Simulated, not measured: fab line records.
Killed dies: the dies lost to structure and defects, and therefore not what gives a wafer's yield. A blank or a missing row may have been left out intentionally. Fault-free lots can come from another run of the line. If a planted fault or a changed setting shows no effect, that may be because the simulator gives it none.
fab line records	flow n5_finfet	part 2 of 2: steps 5 to 6 of 6
[record] lots = 20	wafers = 60	last_day = 17
route steps=1938 shown FIN_SAQP@143 FIN_CUT@164 STI_FIN_REVEAL@189
lots with no fault: from the same line, run without faults
start_h: the number of hours between the record's first day and the start of the first shown wafer of the lot	wait_h: hours elapsed since this lot's preceding step	" as in the row above	L1.1+2: a single row standing in for several wafers	- no value, or no start given	* or withheld: withheld	< > ~ a bound
route shown NAME@n: a module of which the file shows steps, and the number in the route of the first	usual: mean/standard deviation of fault-free wafers	same: alike in all rows	chamber/n: place in a boat	sites: the reading at each site	_std_site: standard deviation of those values	_edge_site: inner sites' mean taken away from outer sites' mean	radius_mm: for every site, how far away it sits from the centre of the wafer	mask NAME#n: copy n	behind: the tool/chamber that last shaped the wafer	hold: cause of the lot's hold/its duration in hours/its outcome	device: names the non-switching transistor (n, p or np)	end of line: the tests these same wafers got at the end of their route	a step given without rows: its recipe and nothing more	killed: not the wafer's yield, but the dies lost to structure and defects at the first sort	map: a wafer's dies, x killed, . not, _ none there
set.NAME: the setting that was run; set.NAME@STEP: the one run at that earlier step	model.NAME: the simulator's own value behind a step, which no gauge read
a sample of lots followed through the steps of the route, with each step as a table and each wafer as a row
services: when a tool's chamber went out of use (start_h, in hours from the record's first day, below 0 if earlier), for how many hours, and the reason
[[steps]]
[step N5_STI_FIN_REVEAL_DENSIFY_30]
[recipe] temp_c = *	time_s = *	ambient = N2	idle_temp_c = 600	ramp_up_c_per_s = 150	ramp_down_c_per_s = 60	cool_to_c = 600
[usual] lamp_power_pct = 11.53/0.054	wafer_temp_C_max = *
lot.wafer	tool	chamber	start_h	wait_h	lamp_power_pct	wafer_temp_C_max
L074.2	rtp_anneal-01	0	35.08	0.2	11.54	*
L074.3	"	0	"	"	11.57	*
L074.4	"	0	"	"	11.53	*
L078.1	rtp_anneal-02	0	57.59	0.1	11.57	*
L078.4	"	0	"	"	11.61	*
L078.5	"	0	"	"	11.54	*
L079.1	rtp_anneal-02	0	62.86	0.0	11.51	*
L079.3	"	0	"	"	11.66	*
L079.5	"	0	"	"	11.51	*
L080.2	rtp_anneal-02	0	71.44	0.1	11.45	*
L080.5	"	0	"	"	11.51	*
L080.6	"	0	"	"	11.62	*
L081.1	rtp_anneal-01	0	77.00	0.0	11.47	*
L081.2	"	0	"	"	11.52	*
L081.3	"	0	"	"	11.52	*
L082.1	rtp_anneal-02	0	81.30	0.0	11.42	*
L082.3	"	0	"	"	11.54	*
L082.5	"	0	"	"	11.49	*
L083.2	rtp_anneal-02	0	95.40	0.1	11.56	*
L083.5	"	0	"	"	11.53	*
L083.6	"	0	"	"	11.50	*
L084.1	rtp_anneal-01	0	95.64	0.0	11.51	*
L084.3	"	0	"	"	11.49	*
L084.6	"	0	"	"	11.60	*
L085.2	rtp_anneal-01	0	102.13	0.1	11.51	*
L085.5	"	0	"	"	11.45	*
L085.6	"	0	"	"	11.67	*
L086.3	rtp_anneal-01	0	107.12	0.1	11.46	*
L086.4	"	0	"	"	11.51	*
L086.5	"	0	"	"	11.55	*
L087.1	rtp_anneal-02	0	112.14	0.0	11.59	*
L087.4	"	0	"	"	11.57	*
L087.5	"	0	"	"	11.54	*
L088.2	rtp_anneal-01	0	117.60	0.2	11.45	*
L088.3	"	0	"	"	11.50	*
L088.5	"	0	"	"	11.55	*
L089.1	rtp_anneal-01	0	123.25	0.0	11.51	*
L089.2	"	0	"	"	11.52	*
L089.4	"	0	"	"	11.48	*
L090.1	rtp_anneal-02	0	130.87	0.1	11.56	*
L090.2	"	0	"	"	11.54	*
L090.3	"	0	"	"	11.50	*
L092.4	rtp_anneal-01	0	143.27	0.3	11.51	*
L092.5	"	0	"	"	11.63	*
L092.6	"	0	"	"	11.55	*
L093.1	rtp_anneal-01	0	148.70	0.0	11.51	*
L093.4	"	0	"	"	11.54	*
L093.6	"	0	"	"	11.59	*
L094.1	rtp_anneal-01	0	155.47	0.0	11.46	*
L094.2	"	0	"	"	11.51	*
L094.3	"	0	"	"	11.62	*
L095.1	rtp_anneal-01	0	159.49	0.0	11.58	*
L095.2	"	0	"	"	11.47	*
L095.3	"	0	"	"	11.48	*
L096.1	rtp_anneal-01	0	165.51	0.0	11.55	*
L096.3	"	0	"	"	11.54	*
L096.4	"	0	"	"	11.58	*
L097.1	rtp_anneal-01	0	171.74	0.0	11.49	*
L097.3	"	0	"	"	11.51	*
L097.6	"	0	"	"	11.55	*
[step N5_STI_FIN_REVEAL_STRIP_24]
[recipe] chemistry = N2/H2	time_s = 90	power_w = 100	temp_c = 40	pressure_mtorr = 100	rf_frequency_hz = 6e+07	bias_power_w = 3	n2_flow_sccm = 300	h2_flow_sccm = 300
[usual] drypump_motor_current_A = 5.8/0.48	oes_product_au = 0.77/0.067	rf_vpp_V = 45.4/0.84	showerhead_plenum_p_Torr = 3.42/0.13	temp_c = 39.99/0.11	throttle_valve_pct = 12.25/0.25
lot.wafer	tool	chamber	start_h	wait_h	drypump_motor_current_A	oes_product_au	rf_hours_counter_h	rf_vpp_V	showerhead_plenum_p_Torr	temp_c	throttle_valve_pct
L074.2	rie_diel-06	1	35.30	0.0	5.0	0.70	225	44.5	3.32	40.08	12.36
L074.3	"	0	"	"	5.8	0.69	234	45.2	3.33	39.75	12.46
L074.4	"	3	"	"	6.4	0.82	82	44.5	3.42	40.07	12.43
L078.1	rie_diel-02	3	57.91	0.0	5.9	0.79	91	45.1	3.27	39.98	11.92
L078.4	"	0	"	"	5.5	0.70	214	44.7	3.21	39.79	12.29
L078.5	"	1	"	"	6.5	0.74	-	46.3	3.51	40.10	12.33
L079.1	rie_diel-01	1	63.37	0.0	5.6	0.95	9	46.2	3.59	40.02	11.80
L079.3	"	2	"	"	5.1	0.72	194	45.6	3.49	40.02	12.53
L079.5	"	3	"	"	6.2	0.81	-	44.9	3.55	39.89	12.13
L080.2	rie_diel-01	0	71.66	0.0	5.7	0.76	137	45.5	3.25	39.93	12.36
L080.5	"	3	"	"	6.3	0.80	-	45.6	3.54	40.06	12.15
L080.6	"	2	"	"	5.0	0.71	-	46.3	3.49	39.98	12.55
L081.1	rie_diel-02	2	77.25	0.0	6.1	0.82	71	45.4	3.55	40.15	11.96
L081.2	"	1	"	"	6.5	0.74	182	45.4	3.50	40.08	12.36
L081.3	"	0	"	"	5.5	0.70	221	45.0	3.21	39.94	12.32
L082.1	rie_diel-02	1	81.54	0.0	6.5	0.74	183	46.3	3.50	40.12	12.35
L082.3	"	0	"	"	5.5	0.70	222	44.4	3.21	40.19	12.32
L082.5	"	2	"	"	6.1	0.82	-	45.1	3.55	39.78	11.97
L083.2	rie_diel-02	3	95.79	0.0	5.9	0.77	105	45.9	3.27	39.88	11.96
L083.5	"	2	"	"	6.1	0.81	-	44.9	3.55	39.96	11.98
L083.6	"	3	"	"	5.9	0.78	-	44.4	3.27	39.91	11.97
L084.1	rie_diel-06	3	95.89	0.0	6.4	0.80	103	44.9	3.41	40.16	12.48
L084.3	"	2	"	"	5.5	0.77	146	45.8	3.51	39.85	12.51
L084.6	"	3	"	"	6.4	0.79	-	44.4	3.41	40.04	12.48
L085.2	rie_diel-06	2	102.43	0.0	5.5	0.76	149	45.5	3.51	39.86	12.51
L085.5	"	1	"	"	5.0	0.67	-	45.0	3.31	39.93	12.43
L085.6	"	2	"	"	5.4	0.76	-	45.2	3.51	39.97	12.50
L086.3	rie_diel-01	3	107.31	0.0	6.3	0.79	105	44.1	3.54	39.88	12.17
L086.4	"	0	"	"	5.6	0.76	149	45.3	3.24	39.86	12.39
L086.5	"	2	"	"	5.1	0.71	-	44.0	3.48	39.89	12.57
L087.1	rie_diel-01	3	112.39	0.0	6.2	0.80	106	44.9	3.54	40.06	12.18
L087.4	"	0	"	"	5.7	0.76	150	45.5	3.24	39.82	12.38
L087.5	"	0	"	"	5.7	0.76	-	45.6	3.24	39.97	12.39
L088.2	rie_diel-02	0	117.87	0.0	5.5	0.69	232	44.9	3.20	40.12	12.37
L088.3	"	1	"	"	6.5	0.72	198	46.4	3.50	40.03	12.40
L088.5	"	1	"	"	6.5	0.73	-	46.2	3.50	40.04	12.41
L089.1	rie_diel-01	1	123.50	0.0	5.6	0.90	30	45.7	3.58	40.07	11.85
L089.2	"	3	"	"	6.2	0.79	110	47.0	3.53	40.04	12.19
L089.4	"	2	"	"	5.0	0.71	217	44.7	3.48	40.11	12.60
L090.1	rie_diel-01	3	131.20	0.0	6.2	0.78	113	46.2	3.53	40.19	12.19
L090.2	"	0	"	"	5.7	0.75	158	44.0	3.24	40.01	12.39
L090.3	"	2	"	"	5.0	0.70	219	45.4	3.47	40.16	12.60
L092.4	rie_diel-02	3	143.44	0.0	5.9	0.76	123	46.0	3.26	40.12	12.01
L092.5	"	0	"	"	5.5	0.68	-	44.2	3.20	39.87	12.38
L092.6	"	1	"	"	6.6	0.71	-	45.5	3.49	39.96	12.44
L093.1	rie_diel-01	0	149.14	0.0	5.7	0.75	166	44.4	3.23	40.06	12.45
L093.4	"	1	"	"	5.6	0.88	41	46.0	3.57	39.98	11.87
L093.6	"	3	"	"	6.2	0.78	-	47.3	3.53	39.92	12.20
L094.1	rie_diel-01	2	155.72	0.0	5.0	0.71	230	44.7	3.47	40.04	12.61
L094.2	"	3	"	"	6.2	0.78	119	46.0	3.53	40.02	12.22
L094.3	"	1	"	"	5.6	0.87	44	47.2	3.57	40.03	11.88
L095.1	rie_diel-06	2	159.94	0.0	5.5	0.74	169	46.6	3.50	39.99	12.57
L095.2	"	1	"	"	5.0	0.93	10	43.7	3.30	40.14	11.80
L095.3	"	3	"	"	6.4	0.77	127	45.4	3.40	40.16	12.54
L096.1	rie_diel-01	0	165.75	0.0	5.7	0.74	173	44.7	3.23	40.13	12.44
L096.3	"	1	"	"	5.6	0.86	47	42.9	3.57	40.03	11.91
L096.4	"	2	"	"	5.1	0.69	233	46.6	3.47	39.98	12.62
L097.1	rie_diel-06	3	171.99	0.0	6.4	0.77	130	45.2	3.40	40.00	12.56
L097.3	"	0	"	"	5.8	0.91	21	45.9	3.31	39.97	11.92
L097.6	"	2	"	"	5.4	0.73	-	46.0	3.50	39.93	12.55
[[services]]
tool	chamber	start_h	hours	kind
rie_diel-01	1	6.86	4.8	repair
rtp_anneal-01	-	15.26	1.5	pm
rie_diel-01	1	22.71	-	clean
rie_diel-01	1	22.71	-	consumable_replace:focus_ring
rie_diel-01	1	22.71	-	consumable_replace:showerhead
rie_diel-01	1	22.71	16.1	scheduled_down
rie_diel-01	1	22.71	16.1	vent_cycle
rie_diel-01	-	22.98	14.6	pm
rtp_anneal-02	-	33.02	0.7	pm
rie_diel-05	1	53.03	12.9	repair
rie_diel-06	-	57.20	3.8	repair
rie_diel-03	-	57.84	2.8	pm
rie_diel-01	1	64.71	3.8	repair
rie_diel-03	3	69.26	7.2	repair
rie_diel-04	-	86.96	1.0	repair
rie_diel-05	2	91.74	2.1	repair
rie_diel-03	3	114.50	-	clean
rie_diel-03	3	114.50	-	consumable_replace:focus_ring
rie_diel-03	3	114.50	-	consumable_replace:showerhead
rie_diel-03	3	114.50	19.1	scheduled_down
rie_diel-06	-	152.14	4.3	pm
rie_diel-04	3	158.32	14.6	repair
rie_diel-02	-	161.27	0.4	repair
rie_diel-03	2	166.17	6.7	repair
